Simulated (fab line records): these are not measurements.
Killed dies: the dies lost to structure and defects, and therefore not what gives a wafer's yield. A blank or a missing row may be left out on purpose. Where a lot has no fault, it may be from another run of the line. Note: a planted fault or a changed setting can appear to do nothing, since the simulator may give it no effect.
Matching of chambers ; flow n5_finfet ; N5_BEOL_M0_SAQP_STRIP_75 on rie_diel-05: 4 sister chambers
The step strips in CF4. 14 wafers are shown with their chamber, then 7 later ones without.

## WAFERS PAIRED WITH THEIR CHAMBERS
wafer;chamber;showerhead_plenum_p_Torr (Torr);throttle_valve_pct (%);oes_product_au (a.u.)
L348.1;2;1.79;13.87;0.175
L348.2;3;1.71;13.92;0.152
L348.3;1;1.86;13.71;0.178
L353.1;0;1.76;13.10;0.224
L353.3;2;1.78;13.91;0.166
L353.5;2;1.78;13.90;0.169
L355.2;0;1.76;13.11;0.222
L355.4;1;1.86;13.75;0.176
L355.5;0;1.76;13.10;0.216
L356.2;0;1.76;13.10;0.218
L356.4;1;1.86;13.76;0.175
L356.6;2;1.78;13.91;0.172
L362.1;1;1.85;13.77;0.176
L362.4;2;1.78;13.96;0.170

SIGNATURES, as means of the wafers listed above
reading;chamber 0;chamber 1;chamber 2;chamber 3;scatter within a chamber
showerhead_plenum_p_Torr;1.7600;1.8575;1.7820;1.7100;0.00394
throttle_valve_pct;13.1025;13.7475;13.9100;13.9200;0.0252
oes_product_au;0.22000;0.17625;0.17040;0.15200;0.003
Rule: distance of a wafer from a chamber = root of the sum over the readings of ((wafer's reading minus chamber's mean) / reading's scatter) squared. The wafer belongs to the nearest chamber; if the next one is less than 2 further off, it can't be placed. The scatter: the root of (the sum of the squares of (reading less its chamber's mean) over the shown wafers, divided by (wafers less chambers)).

## WAFERS MISSING THEIR CHAMBER
wafer;showerhead_plenum_p_Torr (Torr);throttle_valve_pct (%);oes_product_au (a.u.)
L362.5;1.78;13.96;0.172
L364.2;1.78;13.97;0.162
L364.3;1.91;13.42;0.211
L364.5;1.76;13.14;0.210
L365.2;1.91;13.41;0.208
L365.4;1.85;13.79;0.171
L365.6;1.76;13.14;0.210

## EACH ONE'S CHAMBER
wafer;from the rows above;in truth
L362.5;2;2
L364.2;2;2
L364.3;1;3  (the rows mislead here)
L364.5;0;0
L365.2;1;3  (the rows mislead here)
L365.4;1;1
L365.6;0;0
Correctly placed: 5 of 7. Not placeable from these rows: 0. Number placed wrongly: 2.
